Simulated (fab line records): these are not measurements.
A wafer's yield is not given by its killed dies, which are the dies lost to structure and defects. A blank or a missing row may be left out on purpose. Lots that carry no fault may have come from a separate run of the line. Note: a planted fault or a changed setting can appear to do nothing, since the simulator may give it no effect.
fab line records	flow n5-finfet
[record] lots = 10	wafers = 30	last-day = 18
route steps=1938 shown BEOL_M7@1298
lots that met no fault: taken from a fault-free run of the same line
start-h: hours from the record's opening day to when the first of the lot's shown wafers began	wait-h: hours since the lot's step before	" as in the row above	L1.1+2: one row covering several wafers at once	- no value present, or no start provided	* or withheld: withheld	< > ~ a bound
route shown NAME@n: NAME is a module with steps in the file, n the number in the route of the first one	usual: mean/standard deviation taken from wafers without a fault	same: alike in all rows	chamber/n: place in a boat	sites: each site's reading	_std_site: their standard deviation	_edge_site: the outer-site mean with the inner-site mean subtracted	radius-mm: how far each site lies from the wafer's centre	mask NAME#n: copy n	behind: tool/chamber where the wafer was last shaped	hold: why the lot went on hold/how many hours it stayed there/how the hold came to an end	device: the n, p or np transistor that did not switch	end of line: at the end of the route, the tests of the same wafers	step lacking rows: just its recipe	killed: the dies lost at the first sort to structure and to defects; this is not the yield of the wafer	map: a wafer's dies, marking killed ones x, the rest . and places with no die _
set.NAME: the setting the step ran with; set.NAME@STEP: the setting that earlier step ran with	model.NAME: the simulator's own value behind a step, which no gauge read
steps of the route over a sample of lots; a table a step, a row a wafer
services: from which hour (start-h, from the record's first day; less than 0 if before it) a tool's chamber was out of use, for how many hours, and why
[[steps]]
[step N5_BEOL_M7_INSPECT_30]
[recipe] mode = adi	inspect-instrument = brightfield
[usual] raw-defect-count = 414/90
lot.wafer	tool	chamber	start-h	wait-h	raw-defect-count
L695.3	defect-inspect-01	-	214.48	0.0	376
L695.4	"	-	"	"	525
L695.5	"	-	"	"	399
L697.2	defect-inspect-01	-	221.24	0.0	363
L697.3	"	-	"	"	493
L697.5	"	-	"	"	351
L698.2	defect-inspect-02	-	238.69	0.0	441
L698.3	"	-	"	"	462
L698.6	"	-	"	"	390
L699.1	defect-inspect-02	-	238.90	0.1	422
L699.4	"	-	"	"	339
L699.5	"	-	"	"	420
L701.1	defect-inspect-01	-	254.70	0.1	399
L701.3	"	-	"	"	477
L701.6	"	-	"	"	392
L710.1	defect-inspect-01	-	321.59	0.1	407
L710.4	"	-	"	"	421
L710.5	"	-	"	"	469
L709.4	defect-inspect-02	-	321.64	0.0	407
L709.5	"	-	"	"	402
L709.6	"	-	"	"	413
L714.2	defect-inspect-01	-	323.89	0.0	543
L714.3	"	-	"	"	443
L714.5	"	-	"	"	560
L712.2	defect-inspect-01	-	328.75	0.0	391
L712.3	"	-	"	"	363
L712.6	"	-	"	"	387
L713.3	defect-inspect-01	-	347.18	0.0	409
L713.4	"	-	"	"	433
L713.5	"	-	"	"	415
[step N5_BEOL_M7_ETCH_72]
[recipe] chemistry = N2/H2	target = underlayer	target-depth-a = 65	mask-material = CAR-EUV	time-s = 5.2	ion-energy-ev = 200	pressure-mtorr = 30	source-w = 840	bias-w = 150	n2-flow-sccm = 200	h2-flow-sccm = 200	ends = cleared
[usual] drypump-motor-current-A = 5.6/0.35	etch-rf-on-time-s = 5.24/0.099	oes-product-au = 0.66/0.061	rf-fwd-power-W = 819.4/2.7	rf-vpp-V = 523.8/2.3	showerhead-plenum-p-Torr = 2.54/0.068	throttle-valve-pct = 17.92/0.22
lot.wafer	tool	chamber	start-h	wait-h	drypump-motor-current-A	etch-rf-on-time-s	oes-product-au	rf-fwd-power-W	rf-hours-counter-h	rf-vpp-V	showerhead-plenum-p-Torr	throttle-valve-pct
L695.3	rie-diel-04	0	214.55	0.0	6.0	5.38	0.58	818.9	226	520.2	2.50	17.68
L695.4	"	0	"	"	5.9	5.40	0.59	818.5	-	525.0	2.50	17.69
L695.5	"	3	"	"	5.4	5.37	0.62	815.1	-	526.4	2.65	17.99
L697.2	rie-diel-06	3	221.31	0.0	5.5	5.15	0.64	817.6	194	523.0	2.43	18.26
L697.3	"	1	"	"	5.3	5.20	0.65	817.3	153	524.3	2.54	17.97
L697.5	"	3	"	"	5.5	5.13	0.62	815.9	-	519.4	2.43	18.24
L698.2	rie-diel-04	3	238.76	0.0	5.3	5.35	0.62	820.6	184	525.8	2.65	18.03
L698.3	"	0	"	"	5.9	5.40	0.58	823.9	231	523.6	2.50	17.68
L698.6	"	2	"	"	6.1	5.24	0.62	816.5	-	527.1	2.63	17.74
L699.1	rie-diel-06	0	239.01	0.0	5.1	5.12	0.58	815.5	243	527.0	2.61	17.74
L699.4	"	2	"	"	6.0	5.24	0.71	826.1	-	518.6	2.48	17.84
L699.5	"	1	"	"	5.4	5.21	0.65	822.6	-	524.3	2.54	17.99
L701.1	rie-diel-06	3	255.10	0.0	5.5	5.20	0.61	813.0	200	521.9	2.43	18.27
L701.3	"	0	"	"	5.1	5.20	0.58	818.6	249	525.0	2.61	17.78
L701.6	"	0	"	"	5.1	5.19	0.57	815.2	-	525.0	2.61	17.79
L710.1	rie-diel-02	2	321.66	0.0	5.5	5.28	0.59	818.8	242	521.4	2.53	18.00
L710.4	"	3	"	"	5.2	5.12	0.67	819.1	122	523.0	2.58	17.70
L710.5	"	2	"	"	5.5	5.17	0.59	819.9	-	524.5	2.53	18.03
L709.4	rie-diel-04	2	321.71	0.0	6.1	5.25	0.59	819.3	-	526.8	2.61	17.75
L709.5	"	1	"	"	5.8	5.41	0.65	818.2	-	519.9	2.45	17.80
L709.6	"	3	"	"	5.4	5.33	0.60	821.3	-	524.1	2.63	18.10
L714.2	rie-diel-02	1	323.95	0.0	6.1	5.25	0.69	815.2	87	525.3	2.58	18.28
L714.3	"	3	"	"	5.2	5.13	0.67	818.1	123	525.6	2.58	17.70
L714.5	"	0	"	"	5.5	5.15	0.73	819.3	-	524.4	2.59	18.12
L712.2	rie-diel-06	3	329.18	0.0	5.5	5.23	0.60	820.5	224	520.4	2.42	18.28
L712.3	"	2	"	"	6.0	5.29	0.68	818.9	98	522.1	2.47	17.90
L712.6	"	2	"	"	6.0	5.35	0.67	815.5	-	521.4	2.47	17.88
L713.3	rie-diel-06	0	347.24	0.0	5.1	4.99	0.79	819.0	23	527.4	2.60	17.40
L713.4	"	2	"	"	6.0	5.28	0.68	824.0	104	521.2	2.46	17.88
L713.5	"	3	"	"	5.5	5.13	0.61	817.6	-	520.4	2.42	18.31
[step N5_BEOL_M7_VIA_ETCH_34]
[recipe] chemistry = C4F6/O2	target = SiCOH_lowk	target-depth-a = 1255	mask-material = SOC	taper-deg = 4	time-s = 50.5	ion-energy-ev = 250	pressure-mtorr = 30	source-w = 345	bias-w = 185	Ar_flow_sccm = 300	C4F6_flow_sccm = 10	O2_flow_sccm = 10
[usual] O2_flow_sccm = 10.002/0.03	drypump-motor-current-A = 5.6/0.35	oes_ar_750_au = 0.78/0.067	oes_f_703_au = 0.78/0.067	oes_o_777_au = 0.78/0.067	oes-product-au = 0.77/0.072	rf-fwd-power-W = 341.8/1.3	rf-vpp-V = 659/11	showerhead-plenum-p-Torr = 2.83/0.075	throttle-valve-pct = 20.87/0.22
lot.wafer	tool	chamber	start-h	wait-h	O2_flow_sccm	drypump-motor-current-A	oes_ar_750_au	oes_f_703_au	oes_o_777_au	oes-product-au	rf-fwd-power-W	rf-hours-counter-h	rf-vpp-V	showerhead-plenum-p-Torr	throttle-valve-pct
L695.3	rie-diel-04	0	214.70	0.0	10.050	6.0	0.71	0.70	0.70	0.69	342.1	226	653	2.81	20.77
L695.4	"	0	"	"	10.004	6.0	0.70	0.70	0.70	0.69	342.8	-	655	2.81	20.76
L695.5	"	3	"	"	9.985	5.3	0.74	0.72	0.72	0.73	338.7	-	687	2.93	20.81
L697.2	rie-diel-06	3	221.46	0.0	10.019	5.5	0.74	0.74	0.75	0.74	340.5	194	654	2.72	21.19
L697.3	"	1	"	"	9.990	5.4	0.76	0.77	0.77	0.77	341.2	153	655	2.83	20.92
L697.5	"	3	"	"	10.058	5.6	0.73	0.73	0.75	0.73	342.2	-	654	2.72	21.19
L698.2	rie-diel-04	3	238.90	0.0	10.022	5.4	0.73	0.72	0.72	0.72	337.8	184	686	2.93	20.82
L698.3	"	0	"	"	10.004	5.9	0.71	0.69	0.69	0.69	341.3	231	655	2.81	20.77
L698.6	"	2	"	"	10.000	6.1	0.72	0.73	0.74	0.71	343.3	-	656	2.94	20.72
L699.1	rie-diel-06	0	239.15	0.0	10.046	5.1	0.58	0.49	0.50	0.64	259.8	243	768	2.93	20.89
L699.4	"	2	"	"	10.001	6.0	0.71	0.60	0.64	0.77	259.9	-	763	2.77	20.86
L699.5	"	1	"	"	9.996	5.3	0.66	0.55	0.58	0.72	259.8	-	754	2.83	20.93
L701.1	rie-diel-06	3	255.24	0.0	10.036	5.5	0.63	0.53	0.56	0.69	258.6	200	753	2.72	21.18
L701.3	"	0	"	"	10.008	5.1	0.58	0.48	0.50	0.64	261.0	249	767	2.93	20.91
L701.6	"	0	"	"	9.993	5.1	0.58	0.48	0.50	0.64	260.8	-	766	2.93	20.89
L710.1	rie-diel-02	2	321.81	0.0	10.009	5.5	0.70	0.73	0.72	0.68	341.9	242	642	2.79	20.70
L710.4	"	3	"	"	10.031	5.2	0.77	0.80	0.78	0.78	341.5	122	643	2.85	20.54
L710.5	"	2	"	"	10.021	5.5	0.71	0.73	0.72	0.68	342.0	-	643	2.79	20.68
L709.4	rie-diel-04	2	321.87	0.0	10.027	6.1	0.71	0.71	0.72	0.70	341.9	-	656	2.93	20.76
L709.5	"	1	"	"	10.024	5.8	0.76	0.75	0.76	0.76	340.3	-	674	2.73	20.69
L709.6	"	3	"	"	9.987	5.4	0.71	0.70	0.69	0.72	339.9	-	689	2.92	20.86
L714.2	rie-diel-02	1	324.10	0.0	9.984	6.1	0.83	0.83	0.84	0.82	339.7	87	659	2.88	21.31
L714.3	"	3	"	"	9.991	5.2	0.77	0.79	0.78	0.77	340.0	123	643	2.85	20.54
L714.5	"	0	"	"	9.963	5.5	0.85	0.84	0.84	0.86	342.0	-	663	2.89	21.07
L712.2	rie-diel-06	3	329.32	0.0	10.029	5.5	0.71	0.71	0.72	0.71	341.9	225	655	2.71	21.21
L712.3	"	2	"	"	9.969	6.0	0.80	0.81	0.82	0.79	343.1	98	664	2.75	20.91
L712.6	"	2	"	"	9.965	6.0	0.79	0.81	0.81	0.79	341.3	-	662	2.75	20.90
L713.3	rie-diel-06	0	347.39	0.0	9.957	5.1	0.92	0.92	0.90	0.92	343.2	23	666	2.92	20.60
L713.4	"	2	"	"	9.969	6.0	0.79	0.79	0.81	0.78	343.5	104	663	2.75	20.91
L713.5	"	3	"	"	10.016	5.5	0.70	0.71	0.72	0.70	340.8	-	654	2.70	21.22
[step N5_BEOL_M7_CD_MEAS_35]
[recipe] target-cd-nm = 40	polarity = opening
[usual] cd-nm = 39.8/0.6
lot.wafer	tool	chamber	start-h	wait-h	cd-nm
L695.3	cd-sem-02	-	215.22	0.0	39.8
L695.4	"	-	"	"	40.2
L695.5	"	-	"	"	40.0
L697.2	cd-sem-02	-	221.97	0.0	40.2
L697.3	"	-	"	"	39.1
L697.5	"	-	"	"	39.4
L698.2	cd-sem-02	-	239.30	0.0	40.6
L698.3	"	-	"	"	40.4
L698.6	"	-	"	"	40.4
L699.1	cd-sem-02	-	239.55	0.0	40.0
L699.4	"	-	"	"	39.7
L699.5	"	-	"	"	39.7
L701.1	cd-sem-02	-	255.64	0.0	40.2
L701.3	"	-	"	"	39.4
L701.6	"	-	"	"	40.3
L710.1	cd-sem-03	-	322.21	0.0	39.5
L710.4	"	-	"	"	40.2
L710.5	"	-	"	"	39.4
L709.4	cd-sem-02	-	322.26	0.0	38.1
L709.5	"	-	"	"	40.5
L709.6	"	-	"	"	39.5
L714.2	cd-sem-01	-	324.50	0.0	40.1
L714.3	"	-	"	"	40.3
L714.5	"	-	"	"	38.9
L712.2	cd-sem-01	-	329.73	0.0	39.7
L712.3	"	-	"	"	40.0
L712.6	"	-	"	"	38.9
L713.3	cd-sem-02	-	347.79	0.0	40.2
L713.4	"	-	"	"	39.3
L713.5	"	-	"	"	40.1
[[services]]
tool	chamber	start-h	hours	kind
rie-diel-02	2	199.12	3.9	repair
rie-diel-06	-	201.04	0.4	repair
rie-diel-04	2	210.52	4.3	repair
rie-diel-04	0	233.13	1.3	repair
rie-diel-06	3	237.11	10.1	repair
rie-diel-06	0	256.68	-	clean
rie-diel-06	0	256.68	-	consumable-replace:focus-ring
rie-diel-02	2	262.89	2.0	repair
rie-diel-02	-	275.04	4.0	pm
rie-diel-02	2	291.71	6.1	repair
rie-diel-06	2	293.86	4.5	repair
rie-diel-06	3	298.24	2.1	repair
rie-diel-04	0	299.28	-	clean
rie-diel-04	0	299.28	-	consumable-replace:focus-ring
rie-diel-04	0	299.28	33.5	scheduled-down
rie-diel-04	0	299.28	33.5	vent-cycle
[[key]]
[first-sign] step = N5_BEOL_M7_VIA_ETCH_34	reading = rf-fwd-power-W	direction = down	sigmas = 65	usual = *	struck = *
[effect] step = N5_BEOL_M7_VIA_ETCH_34	reading = rf-vpp-V	direction = up	sigmas = 9.2	usual = 659	struck = 762
met-at N5_BEOL_M7_VIA_ETCH_34
struck-lots L699,L701
not-acting-at N5_BEOL_M7_INSPECT_30,N5_BEOL_M7_ETCH_72,N5_BEOL_M7_CD_MEAS_35
onset-between 221.46 239.15
[fault] kind = process-parameter-drift	tool = rie-diel-06	chamber = -	onset-h = 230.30	steps = N5_BEOL_M7_VIA_ETCH_34	channel = source-w	offset = -82.8	shape = step	end-h = 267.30	acts-in = these-recipes-only	stated = 345
